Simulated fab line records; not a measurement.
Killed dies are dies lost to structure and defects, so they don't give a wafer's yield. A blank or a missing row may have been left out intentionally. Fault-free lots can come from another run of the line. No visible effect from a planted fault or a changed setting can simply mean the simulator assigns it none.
A lot that was struck, set against a sound lot ; flow n5Finfet ; 15 out of 1938 route steps
Sound: the wafers L599.1, L599.3, L599.5. The struck wafers were L615.1, L615.4, L615.5. The cause is given at the end.
Per side, at each step with rows, come the tool, then ch with its chambers, and then its first start. Under that, the readings that differ: sound wafers ; struck wafers ; difference of the means ; sigmas: that difference in standard deviations of wafers without a fault.
alike: a reading whose means differ by less than 2 such deviations, as well as words and numbers matching on both sides. not compared: withheld readings; readings where some wafer has no value; bounds like >300 that might hide an equal value; numbers whose values overlap and for which the record gives no deviation.
The two part at a step that has a row with sigmas, a row that says differs or no value, or rows on one side only. When numbers do not overlap yet have no deviation, they are printed without sigmas and do not part them. Lack of a reading on every wafer of one side parts them only where that side has two or more wafers.

N5_BEOL_M4_DEGAS_44: time 60 s.
  sound on pvdSputter-01, day 9 06:43; struck on pvdSputter-02, day 13 08:42
  alike: heaterPowerW
N5_BEOL_M4_PRE_CLEAN_45: time 30 s.
  sound on pvdSputter-01, day 9 06:46; struck on pvdSputter-02, day 13 08:44
  alike: heaterPowerW
then, 1 step without rows for these wafers: N5_BEOL_M4_ALD_84 (deposits TaN, pulse time 2 s, purge time 3 s, co reactant purge time 2 s).
N5_BEOL_M4_SURFACE_TREAT_85:
  sound on pvdSputter-01, day 9 07:06; struck on pvdSputter-02, day 13 09:06
  not compared: throttleValvePct
then, 1 step without rows for these wafers: N5_BEOL_M4_CVD_47 (deposits Co from CCTBA/H2, target thk 3 nm, time 223.8 s).
N5_BEOL_M4_SPUTTER_48: material Cu, target thk 4.5 nm, time 8.29 s.
  sound on pvdSputter-03, day 9 07:21; struck on pvdSputter-02, day 13 09:30
  alike: throttleValvePct
then, 5 steps without rows for these wafers: N5_BEOL_M4_ANNEAL_49 (time 240 s); N5_BEOL_M4_SPUTTER_79 (material Cu, target thk 4.5 nm, time 8.29 s); N5_BEOL_M4_ANNEAL_80 (time 240 s); N5_BEOL_M4_SPUTTER_81 (material Cu, target thk 4.5 nm, time 8.29 s); N5_BEOL_M4_ANNEAL_82 (time 240 s).
N5_BEOL_M4_SPUTTER_86: material Cu, target thk 4.5 nm, time 8.29 s.
  sound on pvdSputter-03, day 9 08:01; struck on pvdSputter-02, day 13 10:10
  alike: throttleValvePct
N5_BEOL_M4_ANNEAL_87: time 240 s.
  sound on pvdSputter-03, day 9 08:05; struck on pvdSputter-02, day 13 10:14
  no value came back on the struck wafers for heaterPowerW (W), susceptorTempC (C); on the sound wafers heaterPowerW (W) reads 856 1047 878
then, 1 step without rows for these wafers: N5_BEOL_M4_SPUTTER_88 (material Cu, target thk 4.5 nm, time 8.29 s).
N5_BEOL_M4_RC_MEAS_101:
  sound on prober-02 ch 0, day 9 10:13; struck on prober-02 ch 0, day 13 12:22
  alike: DIBL_N, DIBL_P, IOFF_N, IOFF_P, ION_N, ION_P, SS_N, SS_P, VT_N, VT_P

== WHERE THEY PART ==
At N5_BEOL_M4_ANNEAL_87 and nowhere else, as far as this record goes. Later steps at which nothing parts them and some readings are alike: N5_BEOL_M4_RC_MEAS_101.

WHY: whatever the simulator had introduced
Entire step skipped (pvdSputter-02, N5_BEOL_M4_ANNEAL_87), from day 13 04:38 onward. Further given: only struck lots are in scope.
